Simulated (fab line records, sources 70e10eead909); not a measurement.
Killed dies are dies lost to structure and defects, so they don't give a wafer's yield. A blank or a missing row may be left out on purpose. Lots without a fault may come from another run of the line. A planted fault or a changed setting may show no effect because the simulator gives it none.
Chamber matching | flow nand_harc | NHARC_A_CHANNEL_FILL_D1_STRIP_28 on rie_diel-06: 4 sister chambers
The step strips in O2, time 20 s. 18 wafers are shown with their chamber, then 9 later ones without.

WAFERS WITH THEIR CHAMBER
wafer  | chamber | drypump_motor_current_A (A) | throttle_valve_pct (%) | chamber_pressure_mTorr (mTorr)
L074.4 | 0       | 4.8                         | 17.033                 | 59.91
L074.5 | 2       | 6.3                         | 17.030                 | 59.94
L074.6 | 3       | 5.3                         | 17.033                 | 59.94
L079.1 | 3       | 5.4                         | 17.030                 | 60.04
L079.2 | 1       | 5.8                         | 17.046                 | 60.09
L079.6 | 1       | 5.8                         | 17.032                 | 60.09
L082.1 | 1       | 5.8                         | 17.043                 | 60.00
L082.4 | 0       | 4.8                         | 17.035                 | 60.08
L082.5 | 2       | 6.4                         | 17.014                 | 59.93
L084.1 | 2       | 6.3                         | 17.031                 | 59.95
L084.4 | 1       | 5.8                         | 17.046                 | 60.04
L084.5 | 2       | 6.4                         | 17.038                 | 59.98
L088.4 | 2       | 6.3                         | 17.039                 | 60.01
L088.5 | 2       | 6.4                         | 17.028                 | 60.03
L088.6 | 1       | 5.8                         | 17.032                 | 60.06
L085.4 | 1       | 5.8                         | 17.033                 | 59.96
L085.5 | 3       | 5.4                         | 17.035                 | 59.95
L085.6 | 2       | 6.3                         | 17.037                 | 60.02

SIGNATURES (means of the wafers above)
reading                 | chamber 0 | chamber 1 | chamber 2 | chamber 3 | scatter within a chamber
drypump_motor_current_A | 4.800     | 5.800     | 6.343     | 5.367     | 0.0412
throttle_valve_pct      | 17.03400  | 17.03867  | 17.03100  | 17.03267  | 0.00712
chamber_pressure_mTorr  | 59.9950   | 60.0400   | 59.9800   | 59.9767   | 0.056
Rule: a wafer's distance from a chamber is the root of the sum, over the readings, of the square of ((its reading less the chamber's mean) divided by the reading's scatter). The wafer belongs to the nearest chamber; if the next one is less than 2 further off, it can't be placed. The scatter: the root of (the sum of the squares of (reading less its chamber's mean) over the shown wafers, divided by (wafers less chambers)).

WAFERS WITHOUT THEIR CHAMBER
wafer  | drypump_motor_current_A (A) | throttle_valve_pct (%) | chamber_pressure_mTorr (mTorr)
L091.2 | 4.8                         | 17.035                 | 60.04
L091.4 | 6.3                         | 17.032                 | 59.91
L091.6 | 5.4                         | 17.023                 | 60.02
L095.2 | 6.3                         | 17.036                 | 60.14
L095.4 | 4.7                         | 17.023                 | 60.09
L095.6 | 4.8                         | 17.041                 | 59.97
L096.2 | 4.7                         | 17.027                 | 60.02
L096.3 | 6.4                         | 17.038                 | 59.98
L096.5 | 4.8                         | 17.055                 | 60.01

WHICH CHAMBER EACH WENT THROUGH
wafer  | from the rows above | in truth
L091.2 | 0                   | 0
L091.4 | 2                   | 2
L091.6 | 3                   | 3
L095.2 | 2                   | 2
L095.4 | 0                   | 0
L095.6 | 0                   | 0
L096.2 | 0                   | 0
L096.3 | 2                   | 2
L096.5 | 0                   | 0
Placed correctly: 9 of 9. Can't be placed from these rows: 0. Placed wrongly: 0.
